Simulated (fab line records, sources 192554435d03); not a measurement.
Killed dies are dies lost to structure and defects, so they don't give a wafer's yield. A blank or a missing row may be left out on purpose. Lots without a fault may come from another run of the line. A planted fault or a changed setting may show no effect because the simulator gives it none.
Which tool did it? | flow n5_finfet | 24 lots, 72 wafers sampled, at 6 steps of a route of 1938

WHAT THE GAUGES READ, wafer by wafer
The record holds no reading of a measuring or inspecting step that can be judged against a usual standard deviation.

WHICH TOOL RAN EACH LOT (tool, then ch and the chambers of the sampled wafers, then the start)
lot  | N5_BEOL_M5_PECVD_70             | N5_BEOL_M5_CURE_80            | N5_BEOL_M5_ANNEAL_49         | N5_BEOL_M5_SPUTTER_83        | N5_BEOL_M5_CMP_52             | N5_BEOL_M5_PRE_CLEAN_77
L075 | pecvd-03 ch 0,1,2, day 8 02:29  | uv_cure-02 ch 1, day 8 07:29  | pvd_sputter-01, day 8 08:43  | pvd_sputter-01, day 8 10:49  | cmp-03 ch 0,1, day 8 13:29    | cvd_co-01 ch 0,1,2, day 8 13:49
L076 | pecvd-04 ch 0,1, day 8 09:21    | uv_cure-03 ch 0, day 8 13:36  | pvd_sputter-03, day 8 14:35  | pvd_sputter-03, day 8 16:41  | cmp-01 ch 0,1,2, day 8 19:26  | cvd_co-02 ch 0,2, day 8 19:42
L074 | pecvd-03 ch 0,1,2, day 8 09:41  | uv_cure-03 ch 1, day 8 13:21  | pvd_sputter-02, day 8 14:18  | pvd_sputter-02, day 8 16:23  | cmp-02 ch 0,2,3, day 8 19:13  | cvd_co-01 ch 0,1,2, day 8 19:29
L077 | pecvd-04 ch 0,2, day 8 20:55    | uv_cure-01 ch 0, day 9 00:13  | pvd_sputter-02, day 9 01:47  | pvd_sputter-02, day 9 03:52  | cmp-03 ch 0,1,2, day 9 06:32  | cvd_co-02 ch 0,2, day 9 06:52
L078 | pecvd-04 ch 1,2, day 9 02:16    | uv_cure-03 ch 1, day 9 06:37  | pvd_sputter-02, day 9 07:44  | pvd_sputter-02, day 9 09:49  | cmp-03 ch 1,3, day 9 12:29    | cvd_co-01 ch 0,1, day 9 12:50
L079 | pecvd-04 ch 0,1, day 9 02:40    | uv_cure-02 ch 0, day 9 06:38  | pvd_sputter-01, day 9 07:47  | pvd_sputter-01, day 9 09:53  | cmp-01 ch 1,2,3, day 9 12:50  | cvd_co-01 ch 0,2, day 9 13:05
L080 | pecvd-03 ch 0,1,2, day 9 05:46  | uv_cure-02 ch 0, day 9 11:02  | pvd_sputter-03, day 9 12:54  | pvd_sputter-03, day 9 15:16  | cmp-03 ch 2,3, day 9 19:15    | cvd_co-02 ch 0,1, day 9 19:33
L081 | pecvd-02 ch 0,1, day 9 22:55    | uv_cure-02 ch 1, day 10 01:56 | pvd_sputter-03, day 10 02:59 | pvd_sputter-03, day 10 05:04 | cmp-01 ch 0,2, day 10 07:47   | cvd_co-01 ch 0,1, day 10 08:05
L082 | pecvd-02 ch 0,1,2, day 10 01:36 | uv_cure-02 ch 0, day 10 06:19 | pvd_sputter-01, day 10 07:37 | pvd_sputter-01, day 10 09:42 | cmp-01 ch 0,2,3, day 10 12:27 | cvd_co-02 ch 0,1,2, day 10 12:43
L083 | pecvd-02 ch 0,1, day 10 05:01   | uv_cure-02 ch 2, day 10 10:17 | pvd_sputter-03, day 10 11:24 | pvd_sputter-03, day 10 15:36 | cmp-02 ch 0,2,3, day 10 18:37 | cvd_co-01 ch 0,1, day 10 18:55
L084 | pecvd-02 ch 0,1, day 10 12:33   | uv_cure-02 ch 1, day 10 18:35 | pvd_sputter-02, day 10 21:27 | pvd_sputter-02, day 10 23:32 | cmp-03 ch 0,1,2, day 11 02:16 | cvd_co-01 ch 0,2, day 11 02:33
L085 | pecvd-03 ch 0,1,2, day 10 22:59 | uv_cure-01 ch 0, day 11 01:55 | pvd_sputter-02, day 11 03:08 | pvd_sputter-02, day 11 05:25 | cmp-01 ch 1,2, day 11 08:11   | cvd_co-02 ch 1,2, day 11 08:31
L086 | pecvd-02 ch 0,1,2, day 11 00:50 | uv_cure-02 ch 1, day 11 06:22 | pvd_sputter-02, day 11 08:23 | pvd_sputter-02, day 11 10:29 | cmp-03 ch 0,1,2, day 11 13:14 | cvd_co-01 ch 0,1,2, day 11 13:29
L088 | pecvd-03 ch 0,1,2, day 11 09:04 | uv_cure-03 ch 0, day 11 12:16 | pvd_sputter-03, day 11 13:28 | pvd_sputter-03, day 11 15:34 | cmp-02 ch 0,1,3, day 11 18:14 | cvd_co-02 ch 1,2, day 11 18:37
L089 | pecvd-02 ch 0,1,2, day 11 11:29 | uv_cure-03 ch 1, day 11 15:35 | pvd_sputter-02, day 11 16:34 | pvd_sputter-02, day 11 18:40 | cmp-01 ch 0,1,3, day 11 21:23 | cvd_co-02 ch 0,1,2, day 11 21:40
L087 | pecvd-03 ch 0,1, day 11 14:40   | uv_cure-02 ch 0, day 11 18:22 | pvd_sputter-01, day 11 20:08 | pvd_sputter-01, day 11 22:14 | cmp-03 ch 0,1,2, day 12 01:10 | cvd_co-01 ch 0,1,2, day 12 01:25
L090 | pecvd-03 ch 0,2, day 11 18:39   | uv_cure-01 ch 1, day 11 21:32 | pvd_sputter-02, day 11 22:55 | pvd_sputter-02, day 12 01:01 | cmp-02 ch 0,1,3, day 12 03:42 | cvd_co-01 ch 1,2, day 12 04:02
L091 | pecvd-04 ch 0,2, day 11 23:13   | uv_cure-03 ch 0, day 12 03:02 | pvd_sputter-01, day 12 04:44 | pvd_sputter-01, day 12 06:49 | cmp-01 ch 2,3, day 12 09:31   | cvd_co-01 ch 0,1, day 12 09:50
L093 | pecvd-02 ch 0,2, day 13 10:13   | uv_cure-01 ch 0, day 13 13:26 | pvd_sputter-02, day 13 15:03 | pvd_sputter-02, day 13 17:08 | cmp-01 ch 0,1,3, day 13 19:53 | cvd_co-01 ch 0,2, day 13 20:09
L092 | pecvd-03 ch 1,2, day 13 10:55   | uv_cure-03 ch 0, day 13 14:17 | pvd_sputter-03, day 13 15:31 | pvd_sputter-03, day 13 17:37 | cmp-01 ch 0,1,3, day 13 20:22 | cvd_co-02 ch 0,1,2, day 13 20:39
L097 | pecvd-03 ch 0,1, day 13 13:31   | uv_cure-01 ch 2, day 13 16:56 | pvd_sputter-01, day 13 18:59 | pvd_sputter-01, day 13 21:04 | cmp-03 ch 0,1,2, day 13 23:49 | cvd_co-02 ch 0,1, day 14 00:05
L094 | pecvd-02 ch 0,1, day 13 13:47   | uv_cure-02 ch 0, day 13 17:14 | pvd_sputter-02, day 13 19:33 | pvd_sputter-02, day 13 21:39 | cmp-03 ch 0,1,3, day 14 00:26 | cvd_co-01 ch 0,1, day 14 00:46
L095 | pecvd-03 ch 0,1,2, day 13 16:16 | uv_cure-02 ch 0, day 13 21:12 | pvd_sputter-03, day 13 22:52 | pvd_sputter-03, day 14 00:58 | cmp-03 ch 0,2,3, day 14 03:43 | cvd_co-02 ch 0,1, day 14 03:58
L096 | pecvd-02 ch 0,1, day 14 11:58   | uv_cure-02 ch 0, day 14 14:29 | pvd_sputter-03, day 14 16:09 | pvd_sputter-03, day 14 18:14 | cmp-02 ch 0,1,2, day 14 21:01 | cvd_co-02 ch 0,1,2, day 14 21:19
- N5_BEOL_M5_PECVD_70: deposits SiO2 from TEOS/O2, target thk 16 nm, time 18 s.
- N5_BEOL_M5_CURE_80: cures SiCOH lowk, time 120 s.
- N5_BEOL_M5_ANNEAL_49: time 1800 s.
- N5_BEOL_M5_SPUTTER_83: material Cu, target thk 15 nm, time 27.62 s.
- N5_BEOL_M5_CMP_52: polishes, stops on SiCOH lowk, t overpolish 6.9 s, target thk 62 nm.
- N5_BEOL_M5_PRE_CLEAN_77: time 15 s.

WHAT THE TOOLS THEMSELVES READ (means of the sampled wafers that have a number; where no wafer has one, the mark that the record gives instead)
N5_BEOL_M5_PECVD_70.
lot  | tool     | heater_power_w (W) | showerhead_plenum_p_Torr (Torr) | throttle_valve_pct (%)
L075 | pecvd-03 | 707                | 8.77                            | 23.0
L076 | pecvd-04 | 636                | 8.72                            | 21.4
L074 | pecvd-03 | 668                | 8.78                            | 22.9
L077 | pecvd-04 | 624                | 8.85                            | 23.0
L078 | pecvd-04 | 657                | 8.78                            | 23.2
L079 | pecvd-04 | 588                | 8.73                            | 21.4
L080 | pecvd-03 | 722                | 8.78                            | 22.9
L081 | pecvd-02 | 741                | 8.84                            | 23.8
L082 | pecvd-02 | 694                | 8.79                            | 23.2
L083 | pecvd-02 | 761                | 8.85                            | 23.9
L084 | pecvd-02 | 644                | 8.84                            | 23.8
L085 | pecvd-03 | 687                | 8.78                            | 22.9
L086 | pecvd-02 | 680                | 8.81                            | 23.1
L088 | pecvd-03 | 722                | 8.78                            | 23.1
L089 | pecvd-02 | 689                | 8.81                            | 23.2
L087 | pecvd-03 | 727                | 8.81                            | 24.2
L090 | pecvd-03 | 636                | 8.77                            | 22.2
L091 | pecvd-04 | 636                | 8.81                            | 21.0
L093 | pecvd-02 | 788                | 8.83                            | 22.8
L092 | pecvd-03 | 705                | 8.76                            | 22.6
L097 | pecvd-03 | 658                | 8.80                            | 23.4
L094 | pecvd-02 | 717                | 8.78                            | 24.2
L095 | pecvd-03 | 691                | 8.76                            | 22.9
L096 | pecvd-02 | 691                | 8.85                            | 23.7

N5_BEOL_M5_CURE_80.
lot  | tool       | lamp_power_pct (%) | wafer_temp_C_max
L075 | uv_cure-02 | 52.36              | 372.2
L076 | uv_cure-03 | 52.28              | 372.6
L074 | uv_cure-03 | 52.31              | 371.7
L077 | uv_cure-01 | 52.28              | 370.9
L078 | uv_cure-03 | 52.25              | 371.8
L079 | uv_cure-02 | 52.33              | 371.4
L080 | uv_cure-02 | 52.32              | 372.1
L081 | uv_cure-02 | 52.28              | 371.8
L082 | uv_cure-02 | 52.35              | 371.7
L083 | uv_cure-02 | 52.28              | 372.9
L084 | uv_cure-02 | 52.30              | 372.1
L085 | uv_cure-01 | 52.33              | 370.9
L086 | uv_cure-02 | 52.28              | 372.1
L088 | uv_cure-03 | 52.28              | 372.3
L089 | uv_cure-03 | 52.30              | 371.7
L087 | uv_cure-02 | 52.33              | 371.4
L090 | uv_cure-01 | 52.34              | 372.0
L091 | uv_cure-03 | 52.31              | 372.3
L093 | uv_cure-01 | 52.33              | 371.2
L092 | uv_cure-03 | 52.32              | 372.1
L097 | uv_cure-01 | 52.31              | 371.4
L094 | uv_cure-02 | 52.33              | 371.8
L095 | uv_cure-02 | 52.34              | 372.0
L096 | uv_cure-02 | 52.32              | 371.6

N5_BEOL_M5_ANNEAL_49.
lot  | tool           | heater_power_w (W)
L075 | pvd_sputter-01 | 925
L076 | pvd_sputter-03 | 845
L074 | pvd_sputter-02 | 794
L077 | pvd_sputter-02 | 817
L078 | pvd_sputter-02 | 860
L079 | pvd_sputter-01 | 920
L080 | pvd_sputter-03 | 804
L081 | pvd_sputter-03 | 826
L082 | pvd_sputter-01 | 870
L083 | pvd_sputter-03 | 855
L084 | pvd_sputter-02 | 823
L085 | pvd_sputter-02 | 801
L086 | pvd_sputter-02 | 874
L088 | pvd_sputter-03 | 824
L089 | pvd_sputter-02 | 835
L087 | pvd_sputter-01 | 857
L090 | pvd_sputter-02 | 803
L091 | pvd_sputter-01 | 900
L093 | pvd_sputter-02 | 843
L092 | pvd_sputter-03 | 807
L097 | pvd_sputter-01 | 900
L094 | pvd_sputter-02 | 829
L095 | pvd_sputter-03 | 833
L096 | pvd_sputter-03 | 809

N5_BEOL_M5_SPUTTER_83.
lot  | tool           | chuck_gas_flow_sccm (sccm) | substrate_temp_c (C) | throttle_valve_pct (%)
L075 | pvd_sputter-01 | 1.27                       | -19.97               | 29.5
L076 | pvd_sputter-03 | 1.27                       | -20.00               | 29.8
L074 | pvd_sputter-02 | 1.27                       | -19.95               | 31.1
L077 | pvd_sputter-02 | 1.29                       | -19.86               | 31.0
L078 | pvd_sputter-02 | 1.21                       | -20.02               | 30.4
L079 | pvd_sputter-01 | 1.28                       | -20.07               | 29.5
L080 | pvd_sputter-03 | 1.21                       | -20.03               | 30.1
L081 | pvd_sputter-03 | 1.23                       | -20.09               | 29.9
L082 | pvd_sputter-01 | 1.26                       | -20.07               | 29.2
L083 | pvd_sputter-03 | 1.28                       | -19.98               | 30.8
L084 | pvd_sputter-02 | 1.26                       | -19.99               | 30.0
L085 | pvd_sputter-02 | 1.31                       | -20.11               | 31.0
L086 | pvd_sputter-02 | 1.32                       | -19.96               | 31.2
L088 | pvd_sputter-03 | 1.27                       | -20.05               | 30.1
L089 | pvd_sputter-02 | 1.28                       | -19.92               | 30.6
L087 | pvd_sputter-01 | 1.26                       | -19.91               | 29.9
L090 | pvd_sputter-02 | 1.32                       | -19.87               | 30.5
L091 | pvd_sputter-01 | 1.25                       | -19.95               | 30.3
L093 | pvd_sputter-02 | 1.26                       | -20.01               | 31.2
L092 | pvd_sputter-03 | 1.21                       | -19.97               | 29.9
L097 | pvd_sputter-01 | 1.21                       | -19.97               | 29.6
L094 | pvd_sputter-02 | 1.24                       | -19.98               | 30.6
L095 | pvd_sputter-03 | 1.17                       | -19.98               | 29.9
L096 | pvd_sputter-03 | 1.24                       | -20.04               | 30.7

N5_BEOL_M5_CMP_52.
lot  | tool   | barrier_field_endpoint_s (s) | motor_current_A (A) | overpolish_run_s (s) | time_to_endpoint_s (s)
L075 | cmp-03 | 24.8                         | 6.8                 | 6.898                | 64
L076 | cmp-01 | 24.7                         | 6.2                 | 6.898                | 60
L074 | cmp-02 | 23.9                         | 6.1                 | 6.908                | 63
L077 | cmp-03 | 25.0                         | 7.2                 | 6.902                | 66
L078 | cmp-03 | 25.2                         | 6.9                 | 6.906                | 64
L079 | cmp-01 | 23.8                         | 6.6                 | 6.898                | 60
L080 | cmp-03 | 25.0                         | 7.2                 | 6.901                | 66
L081 | cmp-01 | 24.3                         | 6.2                 | 6.897                | 64
L082 | cmp-01 | 24.6                         | 6.4                 | 6.895                | 65
L083 | cmp-02 | 24.4                         | 6.1                 | 6.902                | 63
L084 | cmp-03 | 24.6                         | 6.9                 | 6.901                | 66
L085 | cmp-01 | 24.6                         | 6.4                 | 6.905                | 63
L086 | cmp-03 | 25.6                         | 7.0                 | 6.902                | 68
L088 | cmp-02 | 24.2                         | 6.0                 | 6.898                | 61
L089 | cmp-01 | 24.3                         | 6.4                 | 6.902                | 64
L087 | cmp-03 | 25.1                         | 7.2                 | 6.898                | 67
L090 | cmp-02 | 23.8                         | 5.7                 | 6.895                | 57
L091 | cmp-01 | 25.3                         | 6.8                 | 6.901                | 65
L093 | cmp-01 | 23.9                         | 6.5                 | 6.910                | 60
L092 | cmp-01 | 24.4                         | 6.2                 | 6.901                | 64
L097 | cmp-03 | 24.4                         | 6.9                 | 6.894                | 63
L094 | cmp-03 | 24.1                         | 7.1                 | 6.900                | 63
L095 | cmp-03 | 24.9                         | 7.4                 | 6.901                | 66
L096 | cmp-02 | 25.1                         | 6.2                 | 6.895                | 65

N5_BEOL_M5_PRE_CLEAN_77.
lot  | tool      | heater_power_w (W)
L075 | cvd_co-01 | 84
L076 | cvd_co-02 | 71
L074 | cvd_co-01 | 84
L077 | cvd_co-02 | 70
L078 | cvd_co-01 | 82
L079 | cvd_co-01 | 88
L080 | cvd_co-02 | 94
L081 | cvd_co-01 | 82
L082 | cvd_co-02 | 82
L083 | cvd_co-01 | 83
L084 | cvd_co-01 | 87
L085 | cvd_co-02 | 84
L086 | cvd_co-01 | 84
L088 | cvd_co-02 | 70
L089 | cvd_co-02 | 83
L087 | cvd_co-01 | 84
L090 | cvd_co-01 | 86
L091 | cvd_co-01 | 81
L093 | cvd_co-01 | 88
L092 | cvd_co-02 | 83
L097 | cvd_co-02 | 94
L094 | cvd_co-01 | 83
L095 | cvd_co-02 | 94
L096 | cvd_co-02 | 83

THE ANSWER, worked out from the rows above alone
Rule: what is usual is taken from the lots themselves. Put in order of their means at a reading, lots are off if they are a third of the lots or fewer, leave a main group of 4 or more, and stand apart from it by a gap of 3 or more times the standard deviation of the main group's means; of several such gaps the widest counts. A main group whose means are all the same, to the digits that the tables above print for the reading, isn't used. A lot without any number at a reading at which 4 lots or more have one is off too. The other lots that the step has rows for count as sound. The gauges are gone through in route order, then the tools' own readings, and for those a lot's mean is taken as printed above. The first step at which some lot is off is used, and at that step the reading that is off furthest; a lot without a number counts as furthest.
No lot is off at any reading shown: from this, nothing can be told.

WHAT THE SIMULATOR HAD PUT IN
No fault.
